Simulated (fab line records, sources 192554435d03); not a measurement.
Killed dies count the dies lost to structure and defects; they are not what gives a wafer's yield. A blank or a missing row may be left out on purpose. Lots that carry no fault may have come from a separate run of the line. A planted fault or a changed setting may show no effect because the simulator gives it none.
A struck lot beside a sound one / flow n5_finfet / 26 steps out of a route of 1938
Sound: the wafers L127.1, L127.4, L127.5. Wafers L137.2, L137.3, L137.4 were the ones struck. Last of all comes the cause.
Each step with rows lists, per side, the tool, then ch with its chambers, then its first start. Under that, the readings that differ: sound wafers / struck wafers / difference of the means / sigmas: that difference in standard deviations of wafers without a fault.
alike: readings whose means differ by less than 2 such deviations, and words and numbers that are the same on both sides. not compared: withheld readings, readings that some wafer has no value for, bounds like >300 that may hide the same value, and numbers for which the record gives no deviation and whose values overlap.
The two part at a step that has a row with sigmas, a row that says differs or no value, or rows on one side only. Numbers that have no deviation but don't overlap get no sigmas and don't part them. A reading missing from all wafers of one side parts the sides only when that side holds two or more wafers.

first, 9 steps without rows for these wafers: N5_SD_EPI_N_EBR_05; N5_SD_EPI_N_SOFTBAKE_04 (time 60 s); N5_SD_EPI_N_EXPOSE_06 (exposes mask SD N BLK, target cd 120 nm); N5_SD_EPI_N_PEB_07 (peb time 60 s); N5_SD_EPI_N_DEVELOP_08 (develop time 30 s); N5_SD_EPI_N_DESCUM_14 (chemistry O2, time 7.9 s); N5_SD_EPI_N_ETCH_34 (etches SiARC in CF4, target depth 45.5 nm, time 75.8 s); N5_SD_EPI_N_ETCH_35 (etches SOC in N2/H2, overetch 108 nm, time 486 s); N5_SD_EPI_N_STRIP_36 (strips in N2/H2).
N5_SD_EPI_N_ETCHBACK_44: etches SiNx in CH3F/O2, stops on SiO2, target depth 14.5 nm.
  sound on rie_diel-05 ch 1,2,3, day 5 12:44; struck on rie_diel-06 ch 2,3, day 8 01:29
  no value came back on the struck wafers for any of 8 readings (CH3F_flow_sccm (sccm), O2_flow_sccm (sccm) and others); on the sound wafers CH3F_flow_sccm (sccm) reads 29.95 29.96 30.05
reading=model.SiARC_of_SD_EPI_N_COAT_33.thk_nm (nm); sound=16 15.2 17; struck=19.6 20.2 20; difference=+3.9; sigmas=
  not compared: rf_hours_counter_h
then, 1 step without rows for these wafers: N5_SD_EPI_N_ETCH_45 (etches SiOCN in CH3F/O2, target depth 6 nm).
N5_SD_EPI_N_ETCH_16: etches SiO2 in CHF3/O2, target depth 5 nm.
  sound on rie_diel-05 ch 1,2,3, day 5 12:56; struck on rie_diel-06 ch 2,3, day 8 01:41
reading=model.SiARC_of_SD_EPI_N_COAT_33.thk_nm (nm); sound=12.4 11.6 13.6; struck=16 16.8 16.6; difference=+4; sigmas=
  alike: CHF3_flow_sccm, drypump_motor_current_A, oes_f_703_au, oes_product_au, rf_vpp_V, showerhead_plenum_p_Torr, throttle_valve_pct
  not compared: rf_hours_counter_h
then, 8 steps without rows for these wafers: N5_SD_EPI_N_STRIP_47 (strips in CHF3/O2); N5_SD_EPI_N_SD_RECESS_17 (chemistry HBr/Cl2/O2, target depth 41 nm, time 23.7 s, bt time 3 s); N5_SD_EPI_N_STRIP_38 (strips in N2/H2); N5_SD_EPI_N_WET_ETCH_43 (etches SiO2 in dHF, time 14 s, target depth 1.5 nm); N5_SD_EPI_N_STRIP_18 (strips in SPM, time 750 s); N5_SD_EPI_N_SRD_20 (time 30 s); N5_SD_EPI_N_PRECLEAN_48 (cleans in NF3:NH3, afs cycles 2, time 20 s, sublimation time 60 s); N5_SD_EPI_N_VAPOR_ETCH_50 (etches Si in HCl, time 54 s).
N5_SD_EPI_N_EPI_21: deposits Si:P, time 690 s.
  sound on epi_rpcvd-02 ch 0, day 5 14:10; struck on epi_rpcvd-02 ch 0, day 8 03:17
reading=model.Si-P_of_SD_EPI_N_EPI_21.thk_nm (nm); sound=59.2 58.2 58.4; struck=1.6 1.6 0.6; difference=-57.3; sigmas=
  alike: susceptor_temp_C
N5_SD_EPI_N_EPI_MEAS_23:
  sound: film_metro-01 at day 5 16:27; struck: film_metro-02 at day 8 05:11
reading=thk_nm (nm); sound=58.8 57.6 58.7; struck=1.2 0.2 0.4; difference=-57.8; sigmas=-44
N5_SD_EPI_N_PRECLEAN_24: cleans in O3/DIW, time 60 s.
  sound on wet_bench-05 ch 1,3,4, day 5 16:29; struck on wet_bench-04 ch 0,3,4, day 8 05:14
reading=model.Si-P_of_SD_EPI_N_EPI_21.thk_nm (nm); sound=58.8 57.8 58; struck=1.6 1.6 0.6; difference=-56.9; sigmas=
then, 1 step without rows for these wafers: N5_SD_EPI_N_SRD_25 (time 30 s).
N5_BEOL_M4_RC_MEAS_101:
  the record has rows for the sound wafers here (prober-01 ch 0, day 10 10:29) and none for the struck ones
-- a jump in the record: the struck wafers' starts before and after are 9 days apart (it breaks off in module BEOL_M4 and resumes in module PASSIVATION, where the first step shown is number 1936 of the route) --
N5_PASSIVATION_PROBE_49:
  sound: prober-02 at day 15 04:29; struck: prober-02 at day 17 15:00
reading=killed_at_M4_up; sound=13 8 4; struck=31 14 27; difference=+16; sigmas=+3
reading=killed_at_front_end; sound=36 26 49; struck=1081 1101 1085; difference=+1052; sigmas=+88
reading=killed_dies; sound=113 104 109; struck=1180 1180 1180; difference=+1071; sigmas=+60
reading=killed_on_rim; sound=15 18 19; struck=152 152 152; difference=+135; sigmas=+33
reading=killed_short; sound=26 23 27; struck=49 50 46; difference=+23; sigmas=+3
  alike: killed_at_M0_to_M3, killed_at_contacts, killed_at_other, killed_open

## WHERE THEY PART
First at N5_SD_EPI_N_ETCHBACK_44; last, within this record, at N5_PASSIVATION_PROBE_49.

WHY: what the simulator had put in
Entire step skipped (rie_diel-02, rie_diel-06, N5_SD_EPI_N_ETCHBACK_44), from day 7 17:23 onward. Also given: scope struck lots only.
